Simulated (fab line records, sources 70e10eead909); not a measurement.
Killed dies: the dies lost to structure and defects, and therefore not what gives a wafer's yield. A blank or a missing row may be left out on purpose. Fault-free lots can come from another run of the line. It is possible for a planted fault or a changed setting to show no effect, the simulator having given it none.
fab line records -- flow nand_harc
record lots=6, wafers=18, last_day=33
route steps=1302 shown P_STI@96
lots that met no fault: taken from a fault-free run of the same line
start_h: start of the lot's first displayed wafer, in hours after the record's first day -- wait_h: time in hours since the lot's previous step -- " the same as in the row above -- L1.1+2: a row that stands for several wafers -- - no value present, or no start provided -- * or withheld: withheld -- < > ~ a bound
route shown NAME@n: names a module that has steps shown in the file, with the first one's number in the route -- usual: the fault-free wafers' mean and standard deviation -- same: alike in all rows -- chamber/n: place in a boat -- sites: the reading at each site -- _std_site: the values' standard deviation -- _edge_site: the outer-site mean with the inner-site mean subtracted -- radius_mm: for every site, how far away it sits from the centre of the wafer -- mask NAME#n: copy n -- behind: the last tool/chamber to shape the wafer -- hold: reason for holding the lot/hours on hold/outcome of the hold -- device: whichever transistor did not switch (one of n, p or np) -- end of line: the same wafers' tests at the end of the route -- a step without rows: its recipe alone -- killed: count of dies lost to structure and defects at first sort (not the wafer's yield) -- map: the dies of a wafer, with x for killed, . for not killed, _ for no die there
set.NAME: the setting as run; set.NAME@STEP: as run at that earlier step -- model.NAME: the simulator's own value behind a step, which no gauge read
lots at selected steps of the route; one table per step, one row per wafer
services: from which hour (start_h, from the record's first day; less than 0 if before it) a tool's chamber was out of use, for how many hours, and why
## steps
# step NHARC_P_STI_OCD_MEAS_43
# usual trench_depth_nm=300/4.2, trench_foot_cd_nm=159.2/2.2
lot.wafer,tool,chamber,start_h,wait_h,trench_depth_nm,trench_foot_cd_nm
L750.2,ocd-01,-,114.00,-,299,158.3
L750.4,ocd-01,-,114.00,-,304,161.9
L750.5,ocd-01,-,114.00,-,302,158.0
L753.2,ocd-01,-,148.34,-,297,160.5
L753.4,ocd-01,-,148.34,-,303,158.4
L753.5,ocd-01,-,148.34,-,294,161.3
L759.2,ocd-01,-,204.56,-,299,158.3
L759.3,ocd-01,-,204.56,-,305,156.3
L759.5,ocd-01,-,204.56,-,299,157.1
L760.1,ocd-02,-,214.86,-,301,160.0
L760.3,ocd-02,-,214.86,-,294,162.0
L760.4,ocd-02,-,214.86,-,297,158.8
L765.1,ocd-02,-,266.45,-,301,158.8
L765.3,ocd-02,-,266.45,-,299,157.6
L765.4,ocd-02,-,266.45,-,308,159.8
L766.1,ocd-02,-,274.96,-,295,161.0
L766.2,ocd-02,-,274.96,-,307,162.3
L766.5,ocd-02,-,274.96,-,303,161.1
# step NHARC_P_STI_OXIDE_33
# recipe target_thk_a=100, temp_c=1000, ox_time_s=281, material=SiO2
# step NHARC_P_STI_HDPCVD_20
# recipe target_thk_a=withheld, sigma_open_frac=withheld, material=SiO2
# step NHARC_P_STI_ANNEAL_34
# recipe temp_c=1000, time_s=1800
# step NHARC_P_STI_CMP_21
# recipe t_overpolish_s=20, target_thk_nm=380.67
# usual edge_zone_pressure_frac=1.001/0.0042, motor_current_A=12.9/1.3, overpolish_run_s=20.000/0.0089
lot.wafer,tool,chamber,start_h,wait_h,edge_zone_pressure_frac,motor_current_A,overpolish_run_s
L750.4,cmp-01,1,134.61,0.4,1.001,12.0,19.995
L750.2,cmp-01,2,134.61,0.4,1.002,13.4,20.002
L750.5,cmp-01,3,134.61,0.4,0.993,12.1,19.995
L753.4,cmp-01,0,165.07,0.4,1.002,15.8,20.009
L753.2,cmp-01,2,165.07,0.4,0.998,12.9,19.991
L753.5,cmp-01,0,165.07,0.4,1.009,15.8,19.999
L759.2,cmp-01,2,224.11,0.4,0.997,13.3,20.005
L759.3,cmp-01,1,224.11,0.4,1.005,12.6,19.988
L759.5,cmp-01,2,224.11,0.4,1.001,13.5,19.995
L760.1,cmp-01,0,237.87,0.4,1.002,14.7,19.977
L760.4,cmp-01,1,237.87,0.4,1.001,12.9,19.988
L760.3,cmp-01,2,237.87,0.4,1.008,13.2,19.991
L765.4,cmp-02,1,285.36,0.4,0.993,14.4,20.010
L765.3,cmp-02,2,285.36,0.4,0.997,10.8,20.003
L765.1,cmp-02,3,285.36,0.4,1.000,14.0,19.994
L766.1,cmp-04,2,293.92,0.4,0.998,12.4,19.995
L766.2,cmp-04,1,293.92,0.4,1.000,13.1,20.007
L766.5,cmp-04,2,293.92,0.4,0.999,12.3,19.997
# step NHARC_P_STI_SRD_35
# step NHARC_P_STI_ETCH_36
# recipe target_depth_a=388, chemistry=dHF, material=SiO2
# step NHARC_P_STI_STRIP_24
# recipe temp_c=160, chemistry=H3PO4, material=Si3N4
# step NHARC_P_STI_ETCH_37
# recipe target_depth_a=110, chemistry=dHF, material=SiO2
# step NHARC_P_STI_PRECLEAN_38
# recipe time_s=*, temp_c=50, bath_age_min=0, chemistry=SC1
# step NHARC_P_STI_SRD_39
# step NHARC_P_STI_OXIDE_40
# recipe target_thk_a=100, temp_c=900, ox_time_s=1362, material=SiO2
# usual ox_temp_c=900.0/0.38, ox_time_s=1362/0, spike_tc_centre_C=901.5/1.6, zone_power_lower_pct=17.7/1.2
lot.wafer,tool,chamber,start_h,wait_h,ox_temp_c,ox_time_s,spike_tc_centre_C,zone_power_lower_pct
L750.2,furnace-08,0,135.85,-,899.8,1362,902.6,18.9
L750.4,furnace-08,0,135.85,-,899.5,1362,901.0,18.5
L750.5,furnace-08,0,135.85,-,900.6,1362,902.6,18.5
L753.2,furnace-06,0,170.68,-,900.1,1362,901.7,18.3
L753.4,furnace-06,0,170.68,-,900.2,1362,899.8,18.9
L753.5,furnace-06,0,170.68,-,900.1,1362,900.1,18.8
L759.2,furnace-06,-,229.18,-,-,-,-,-
L759.3,furnace-06,-,229.18,-,-,-,-,-
L759.5,furnace-06,-,229.18,-,-,-,-,-
L760.1,furnace-03,-,245.08,-,-,-,-,-
L760.3,furnace-03,-,245.08,-,-,-,-,-
L760.4,furnace-03,-,245.08,-,-,-,-,-
L765.1,furnace-03,0,289.03,-,900.4,1362,903.1,16.4
L765.3,furnace-03,0,289.03,-,900.3,1362,904.0,15.8
L765.4,furnace-03,0,289.03,-,899.5,1362,904.1,16.0
L766.1,furnace-06,0,297.86,-,899.9,1362,902.0,18.8
L766.2,furnace-06,0,297.86,-,900.2,1362,899.8,18.8
L766.5,furnace-06,0,297.86,-,900.1,1362,897.9,18.6
# step NHARC_P_STI_INSPECT_25
# usual raw_defect_count=212/84
lot.wafer,tool,chamber,start_h,wait_h,raw_defect_count
L750.2,defect_inspect-02,-,139.94,0.4,214
L750.4,defect_inspect-02,-,139.94,0.4,280
L750.5,defect_inspect-02,-,139.94,0.4,255
L753.2,defect_inspect-02,-,174.73,0.4,165
L753.4,defect_inspect-02,-,174.73,0.4,191
L753.5,defect_inspect-02,-,174.73,0.4,183
L759.2,defect_inspect-02,-,233.32,0.4,279
L759.3,defect_inspect-02,-,233.32,0.4,307
L759.5,defect_inspect-02,-,233.32,0.4,230
L760.1,defect_inspect-01,-,249.16,0.4,131
L760.3,defect_inspect-01,-,249.16,0.4,190
L760.4,defect_inspect-01,-,249.16,0.4,195
L765.1,defect_inspect-01,-,293.05,0.4,150
L765.3,defect_inspect-01,-,293.05,0.4,151
L765.4,defect_inspect-01,-,293.05,0.4,129
L766.1,defect_inspect-02,-,301.89,0.4,145
L766.2,defect_inspect-02,-,301.89,0.4,78
L766.5,defect_inspect-02,-,301.89,0.4,199
## services
tool,chamber,start_h,hours,kind
cmp-04,-,111.47,4.0,pm
cmp-04,-,115.47,-,consumable_replace:conditioner
cmp-04,-,115.47,-,consumable_replace:pad
cmp-02,-,136.21,4.0,pm
cmp-02,-,140.21,-,consumable_replace:conditioner
cmp-02,-,140.21,-,consumable_replace:pad
cmp-02,-,153.52,0.8,repair
cmp-01,-,185.50,4.0,pm
cmp-01,-,189.50,-,consumable_replace:conditioner
cmp-01,-,189.50,-,consumable_replace:pad
cmp-01,-,191.35,1.1,repair
cmp-01,-,194.96,4.6,repair
cmp-04,-,209.47,4.0,pm
cmp-04,-,213.47,-,consumable_replace:conditioner
cmp-04,-,213.47,-,consumable_replace:pad
cmp-01,-,214.56,1.6,repair
cmp-02,-,216.66,0.6,repair
cmp-02,-,230.80,1.7,repair
cmp-01,-,231.10,5.9,repair
cmp-02,-,234.21,4.0,pm
cmp-01,-,283.41,0.8,repair
cmp-01,-,288.19,-,consumable_replace:conditioner
cmp-01,-,288.19,-,consumable_replace:pad
furnace-03,-,293.41,61.9,repair
## key
first_sign step=NHARC_P_STI_OXIDE_40, reading=tool_record, direction=missing
effect none on later readings
met_at NHARC_P_STI_OXIDE_40
struck_wafers L759.2,L759.3,L759.5,L760.1,L760.3,L760.4
later_rows_left_out L759.2,L759.3,L759.5,L760.1,L760.3,L760.4
sort_left_out L759.2,L759.3,L759.5,L760.1,L760.3,L760.4
tester_left_out L759,L760
onset_between 170.68 229.18
fault kind=skipped_step_whole, tool=furnace-03,furnace-06, chamber=-, onset_h=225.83, steps=NHARC_P_STI_OXIDE_40, scope=struck_lots_only
# tester_left_out: of these lots the tester's yield and bins aren't shown, on N5 and GAA mostly nor the transistor test; their killed dies are dies lost to structure and defects alone, not to doping, threshold or leakage, so they don't give the yield
# sort_left_out: the simulated sort isn't trusted on such a fault, so these wafers' sort isn't shown, and their yield isn't known
# later_rows_left_out: the simulator's readings of these wafers behind a module that went badly wrong aren't trusted and aren't shown, but for the sort
